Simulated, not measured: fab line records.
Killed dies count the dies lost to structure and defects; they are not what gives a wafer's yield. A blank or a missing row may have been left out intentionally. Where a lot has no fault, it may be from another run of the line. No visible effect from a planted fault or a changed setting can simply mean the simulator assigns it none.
Matching of chambers / flow n5-finfet / pecvd-04 running N5_ZERO_LAYER_PECVD_02: 3 sister chambers
The step deposits SiO2 from SiH4/N2O, target thk 10 nm, time 6 s. 6 wafers are shown with their chamber, then 7 later ones without.

== WAFERS WITH THEIR CHAMBER ==
wafer=L076.2; chamber=1; heater-power-w (W)=615; showerhead-plenum-p-Torr (Torr)=8.27
wafer=L077.1; chamber=2; heater-power-w (W)=853; showerhead-plenum-p-Torr (Torr)=8.27
wafer=L077.3; chamber=1; heater-power-w (W)=739; showerhead-plenum-p-Torr (Torr)=8.26
wafer=L082.6; chamber=0; heater-power-w (W)=896; showerhead-plenum-p-Torr (Torr)=8.23
wafer=L086.1; chamber=2; heater-power-w (W)=864; showerhead-plenum-p-Torr (Torr)=8.25
wafer=L086.3; chamber=0; heater-power-w (W)=830; showerhead-plenum-p-Torr (Torr)=8.23

== WAFERS WHOSE CHAMBER IS MISSING ==
wafer=L086.4; heater-power-w (W)=838; showerhead-plenum-p-Torr (Torr)=8.25
wafer=L088.1; heater-power-w (W)=820; showerhead-plenum-p-Torr (Torr)=8.25
wafer=L088.4; heater-power-w (W)=779; showerhead-plenum-p-Torr (Torr)=8.25
wafer=L088.5; heater-power-w (W)=808; showerhead-plenum-p-Torr (Torr)=8.24
wafer=L092.2; heater-power-w (W)=939; showerhead-plenum-p-Torr (Torr)=8.25
wafer=L092.4; heater-power-w (W)=952; showerhead-plenum-p-Torr (Torr)=8.25
wafer=L092.5; heater-power-w (W)=760; showerhead-plenum-p-Torr (Torr)=8.26

== EACH ONE'S CHAMBER ==
wafer=L086.4; from the rows above=can't be placed: 2 or 0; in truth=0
wafer=L088.1; from the rows above=can't be placed: 2 or 0 or 1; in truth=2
wafer=L088.4; from the rows above=can't be placed: 2 or 1 or 0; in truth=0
wafer=L088.5; from the rows above=can't be placed: 0 or 2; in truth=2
wafer=L092.2; from the rows above=can't be placed: 2 or 0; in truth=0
wafer=L092.4; from the rows above=can't be placed: 2 or 0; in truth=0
wafer=L092.5; from the rows above=can't be placed: 1 or 2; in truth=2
Correctly placed: 0 of 7. From these rows, 7 cannot be placed; in 7 the true chamber is one of the candidates. Wrongly placed: 0.
How it was worked out, from the rows above alone: a wafer's distance from a chamber is the root of the sum, over the readings, of the square of ((its reading less the chamber's mean) divided by the reading's scatter). If the next closest chamber is less than 2 further off than the closest, the wafer can't be placed; otherwise it belongs to the closest. The mean given for a chamber averages the wafers shown for that chamber. The scatter is the square root of a quotient: the sum, over the shown wafers, of each reading's squared deviation from its chamber's mean, divided by wafers minus chambers.
